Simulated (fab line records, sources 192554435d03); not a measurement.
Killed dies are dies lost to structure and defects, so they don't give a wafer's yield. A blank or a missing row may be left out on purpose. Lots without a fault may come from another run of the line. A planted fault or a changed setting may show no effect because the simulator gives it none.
Problem report in the 8D (eight disciplines) form, filled by code | flow n5_finfet | the parts of the form that need people (team, actions taken, sign-off) are left out

1. THE PROBLEM
killed_at_front_end at N5_PASSIVATION_PROBE_49 reads a mean of 133 on 6 wafers of 2 lots; wafers without a fault read 40 with a standard deviation of 13. That is +7.2 standard deviations from the usual mean.
First seen on wafer L929.2, day 13 22:23, on prober-02. The record holds 12 wafers of 4 lots with a number at this step. Rule for "out", or "out of limits": more than 4 standard deviations from the usual mean. The other wafers with a number count as sound.

2. WHAT IT IS AND WHAT IT IS NOT
question                    | is                     | is not
which readings at this step | killed_at_front_end    | killed_at_M0_to_M3, killed_at_M4_up, killed_at_contacts, killed_at_other, killed_short, sort_bin_8_speed
which lots                  | L929, L931             | L942, L943
which wafers of those lots  | all that have a number | -
read on which tools         | prober-02              | prober-01
when                        | from day 13 22:23      | up to then (0 sound wafers); but 6 sound wafers of L942, L943 came after

3. SUSPECTS, AND WHAT RULES EACH OUT
Counting: a tool at a process step up to the reading stays a suspect if it ran every lot that is out and no sound lot after the first of them.
- rie_metal-02 at N5_GATE_CUT_VAPOR_ETCH_60 (etches HfO2 in BCl3/Cl2): kept. It ran every lot that is out, first L929 (day 6 00:20), and no sound lot after that.
- prober-02 at N5_PASSIVATION_PROBE_49: kept. It ran every lot that is out, first L929 (day 13 22:23), and no sound lot after that. Its own readings are out on those wafers: killed_at_front_end.
Left after counting: rie_metal-02 at N5_GATE_CUT_VAPOR_ETCH_60, prober-02 at N5_PASSIVATION_PROBE_49.

4. THE CAUSE (what the simulator had put in)
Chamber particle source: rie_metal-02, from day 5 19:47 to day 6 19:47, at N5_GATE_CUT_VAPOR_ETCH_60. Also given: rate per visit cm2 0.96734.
Counting left 2 suspects, and this tool is among them.

5. THE CHAIN OF EFFECTS, in route order
Each row: a reading whose mean over the struck wafers that have a number lies more than 3 standard deviations from the usual. Only readings for which the record gives a usual standard deviation are gone through. hours: the time from each lot's start at the first step in this table that gives one to its start at this step, as a median over the lots. sigmas: the change in usual standard deviations.
hours | step                    | reading              | usual  | on struck wafers | change | sigmas
0     | N5_PASSIVATION_PROBE_49 | defect_limited_yield | 91.4 % | 83.8             | -7.6   | -5.1
0     | N5_PASSIVATION_PROBE_49 | killed_at_front_end  | 40     | 133              | +93    | +7.2
0     | N5_PASSIVATION_PROBE_49 | killed_dies          | 102    | 191              | +89    | +5.2
0     | N5_PASSIVATION_PROBE_49 | killed_on_rim        | 14     | 28               | +14    | +3.2
0     | N5_PASSIVATION_PROBE_49 | sort_bin_5_function  | 5.1 %  | 9.9              | +4.8   | +5.0
0     | N5_PASSIVATION_PROBE_49 | sort_n_pass          | 1078   | 989              | -89    | -4.9
0     | N5_PASSIVATION_PROBE_49 | sort_yield_pct       | 91.3 % | 83.8             | -7.5   | -5.0
The process steps in it:
- N5_PASSIVATION_PROBE_49

6. WHAT WOULD HAVE CAUGHT IT SOONER
In this record the first reading out of limits was taken at day 13 22:23, 195 hours after the fault began at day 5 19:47.
Of the tool readings at N5_GATE_CUT_VAPOR_ETCH_60 for which the record gives a usual standard deviation, none was out on any struck wafer, so an alarm limit of 4 standard deviations on them would not have fired.
All the lots that are out (2) had begun N5_GATE_CUT_VAPOR_ETCH_60 on rie_metal-02 by day 13 22:23. A hold on the tool at that time would have spared none of them.
